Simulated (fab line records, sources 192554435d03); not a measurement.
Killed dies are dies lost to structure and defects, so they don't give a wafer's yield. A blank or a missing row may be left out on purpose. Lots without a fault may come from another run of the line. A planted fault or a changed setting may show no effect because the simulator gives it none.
Split-lot experiment | flow n5_finfet | 7 lots, 21 wafers read, on a route of 1938 steps

THE SPLIT
At N5_MOL_CONTACT_COAG_COAT_64 (time 60 s, resist thk 10 nm), the setting spin_rpm was moved away from the recipe's 1500 rpm on 6 of the 21 wafers read, by -7.3% to +10.1%. The other wafers ran this setting at the recipe's value.

FROM THE SPLIT TO THE READING: what the file shows between them, 3 steps
- N5_MOL_CONTACT_COAG_COAT_34: resist thk 40 nm
- N5_MOL_CONTACT_COAG_EBR_36
- N5_MOL_CONTACT_COAG_DESCUM_45: chemistry O2, time 7 s

THE READING
etch.depth_nm (the simulator's own value, which no gauge read), in nm, at N5_MOL_CONTACT_COAG_ETCH_65 (etches underlayer in N2/H2, target depth 13 nm, time 10.4 s). The file gives no usual value for it. The 15 wafers here that ran the recipe average 10.031 nm, standard deviation 0.025 nm.

wafer  | tool, chamber at the split | spin_rpm as run, rpm | against the recipe | etch.depth_nm, nm | against lot-mates on the recipe
L074.1 | litho_track-03, 0          | 1500                 | recipe             | 9.998             | -
L074.2 | litho_track-03, 0          | 1500                 | recipe             | 10.05             | -
L074.5 | litho_track-03, 0          | 1500                 | recipe             | 10.07             | -
L075.1 | litho_track-02, 0          | 1651                 | +10.1%             | 9.559             | -0.471
L075.4 | litho_track-02, 0          | 1500                 | recipe             | 10.03             | -
L075.6 | litho_track-02, 0          | 1651                 | +10.1%             | 9.538             | -0.492
L079.1 | litho_track-03, 0          | 1500                 | recipe             | 10.02             | -
L079.4 | litho_track-03, 0          | 1405                 | -6.3%              | 10.34             | +0.325
L079.5 | litho_track-03, 0          | 1500                 | recipe             | 10.01             | -
L081.1 | litho_track-03, 0          | 1500                 | recipe             | 10.01             | -
L081.5 | litho_track-03, 0          | 1500                 | recipe             | 10.01             | -
L081.3 | litho_track-03, 0          | 1631                 | +8.7%              | 9.621             | -0.389
L085.1 | litho_track-02, 0          | 1500                 | recipe             | 10.03             | -
L085.4 | litho_track-02, 0          | 1500                 | recipe             | 10.04             | -
L085.6 | litho_track-02, 0          | 1500                 | recipe             | 10.04             | -
L086.1 | litho_track-01, 0          | 1399                 | -6.7%              | 10.37             | +0.365
L086.4 | litho_track-01, 0          | 1500                 | recipe             | 10                | -
L086.6 | litho_track-01, 0          | 1500                 | recipe             | 10.01             | -
L092.1 | litho_track-03, 0          | 1391                 | -7.3%              | 10.44             | +0.370
L092.3 | litho_track-03, 0          | 1500                 | recipe             | 10.07             | -
L092.5 | litho_track-03, 0          | 1500                 | recipe             | 10.07             | -

THE FIT
A straight line over all 21 wafers: etch.depth_nm changes by -0.0492 nm for each +1% of spin_rpm; r = -0.99; the points scatter about the line by 0.025 nm.
The same after taking each lot's own level away (the mean of its wafers on the recipe; 21 wafers): -0.0488 nm for each +1%; r = -1.00; scatter 0.017 nm.
On that fit, the largest move of spin_rpm shifts the reading by 0.49 nm.
The lots' own levels span 10.0050 to 10.0700 nm, that is 2.7 times the standard deviation above.
So the lot-to-lot level changes the slope little: the two slopes agree.
Check: with one of the wafers moved furthest among these (+10.1%) left out of the fit, the line predicts -0.49 nm for it against its lot-mates. It came out at -0.471 nm against them.

OTHER SPLITS ON THESE WAFERS
These wafers also went through other splits before the reading. Each is held against what the fit with the lots' levels taken away leaves over:
other split on the same wafers    | wafers away from the commonest value | r with etch.depth_nm (lot level and that fit taken away)
N5_GATE_CUT_DESCUM_18 time_s      | 8                                    | -0.02
N5_GATE_CUT_ETCH_36 cf4_flow_sccm | 7                                    | -0.10

THE WHOLE CHAIN: every reading that the file lists as answering this split, in the file's order
step                        | what it does                                                | reading                                                                                        | change (the file's fit)                | r (the file's)
N5_MOL_CONTACT_COAG_COAT_64 | time 60 s, resist thk 10 nm                                 | underlayer_of_MOL_CONTACT_COAG_COAT_64.thk_nm (the simulator's own value, which no gauge read) | -0.0496 nm for each +1% of the setting | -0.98
N5_MOL_CONTACT_COAG_ETCH_65 | etches underlayer in N2/H2, target depth 13 nm, time 10.4 s | etch.depth_nm (the simulator's own value, which no gauge read)                                 | -0.0488 nm for each +1% of the setting | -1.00

THE FILE'S OWN FIT
etch.depth_nm changes by -0.0488 nm for each +1% of spin_rpm, r = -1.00.
